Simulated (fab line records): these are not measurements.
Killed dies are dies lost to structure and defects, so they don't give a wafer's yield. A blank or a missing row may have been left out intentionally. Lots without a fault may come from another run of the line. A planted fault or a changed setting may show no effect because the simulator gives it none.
Struck lot and sound lot, side by side | flow n5_finfet | 36 steps out of a route of 1938
Sound: wafers L742.1, L742.2, L742.6. Wafers L723.2, L723.4, L723.5 were the ones struck. Last of all comes the cause.
For every step that has rows: the tool of each side, followed by ch and its chambers, followed by its first start. Under that, the readings that differ: sound wafers | struck wafers | difference of the means | sigmas: that difference in standard deviations of wafers without a fault.
alike: readings whose means differ by less than 2 such deviations, and words and numbers that are the same on both sides. not compared: withheld readings, readings that some wafer has no value for, bounds like >300 that may hide the same value, and numbers for which the record gives no deviation and whose values overlap.
Wherever a step has rows on one side only, a row that says differs or no value, or a row with sigmas, the two part there. Numbers that have no deviation but don't overlap get no sigmas and don't part them. Lack of a reading on every wafer of one side parts them only where that side has two or more wafers.

first, 8 steps without rows for these wafers: N5_BEOL_M3_ECD_50 (material Cu, target thk 300 nm); N5_BEOL_M3_ANNEAL_51 (time 90 s); N5_BEOL_M3_CMP_52 (polishes, stops on SiOC, t overpolish 6.8 s, target thk 40 nm); N5_BEOL_M3_PRE_CLEAN_60 (time 15 s); N5_BEOL_M3_CO_CAP_55 (material Co, precursor CCTBA/H2, target thk 2 nm, time 102.1 s); N5_BEOL_M3_PRE_CLEAN_56 (time 15 s); N5_BEOL_M3_DEP_57 (deposits SiCN from 3MS/NH3, target thk 8 nm, time 14 s); N5_BEOL_M4_ILD_DEP_00 (deposits SiOC from DEMS/O2, target thk 79 nm, time 15.3 s).
N5_BEOL_M4_PECVD_72: deposits SiO2 from TEOS/O2, target thk 16 nm, time 18 s.
  sound on pecvd-02 ch 1,2, day 13 06:07; struck on pecvd-04 ch 1,2, day 8 13:08
  no value came back on the struck wafers for any of 5 readings (chamber_pressure_Torr (Torr), heater_power_outer_w (W) and others); on the sound wafers chamber_pressure_Torr (Torr) reads 5.506 5.484 5.493
  not compared: since_wet_clean_h
then, 25 steps without rows for these wafers: N5_BEOL_M4_HM_DEP_02 (deposits TiN, target thk 20 nm); N5_BEOL_M4_COAT_61 (time 60 s, resist thk 60 nm); N5_BEOL_M4_COAT_62 (time 60 s, resist thk 12 nm); N5_BEOL_M4_COAT_73 (time 60 s, resist thk 5 nm); N5_BEOL_M4_COAT_05 (resist thk 30 nm); N5_BEOL_M4_EBR_07; N5_BEOL_M4_SOFTBAKE_06 (time 60 s); N5_BEOL_M4_EXPOSE_08 (exposes mask M4); N5_BEOL_M4_PEB_09 (peb time 60 s); N5_BEOL_M4_DEVELOP_10 (develop time 30 s); N5_BEOL_M4_DESCUM_16 (chemistry O2, time 7 s); N5_BEOL_M4_ETCH_74 (etches underlayer in N2/H2, target depth 6.5 nm, time 5.2 s); N5_BEOL_M4_ETCH_63 (etches SiARC in CF4, target depth 15.6 nm, time 26 s); N5_BEOL_M4_ETCH_64 (etches SOC in N2/H2, target depth 75 nm, overetch 22.5 nm, time 121.9 s); N5_BEOL_M4_STRIP_65 (strips in N2/H2); N5_BEOL_M4_STRIP_75 (strips in N2/H2); N5_BEOL_M4_STRIP_66 (strips in CF4); N5_BEOL_M4_HM_OPEN_17 (chemistry Cl2/BCl3, target TiN, target depth 20 nm, overetch 6 nm); N5_BEOL_M4_STRIP_19 (strips in O2); N5_BEOL_M4_COAT_67 (time 60 s, resist thk 60 nm); N5_BEOL_M4_COAT_68 (time 60 s, resist thk 12 nm); N5_BEOL_M4_COAT_76 (time 60 s, resist thk 5 nm); N5_BEOL_M4_COAT_22 (resist thk 30 nm); N5_BEOL_M4_EBR_24; N5_BEOL_M4_SOFTBAKE_23 (time 60 s).
N5_BEOL_M4_RC_MEAS_101:
  sound on prober-01 ch 0, day 13 17:46; struck on prober-02 ch 0, day 9 02:28
  alike: DIBL_N, DIBL_P, IOFF_N, IOFF_P, ION_N, ION_P, SS_N, SS_P, VT_N, VT_P
-- record jumps: 4 days separate the struck wafers' starts on either side; left off in module BEOL_M4, taken up again in module PASSIVATION, whose first shown step is the route's number 1936 --
N5_PASSIVATION_PROBE_49:
  record: rows for the struck wafers here (prober-02, day 13 14:13), none for the sound ones

## WHERE THEY PART
At N5_BEOL_M4_PECVD_72 first; at N5_PASSIVATION_PROBE_49 last (within this record only).

WHY: whatever the simulator had introduced
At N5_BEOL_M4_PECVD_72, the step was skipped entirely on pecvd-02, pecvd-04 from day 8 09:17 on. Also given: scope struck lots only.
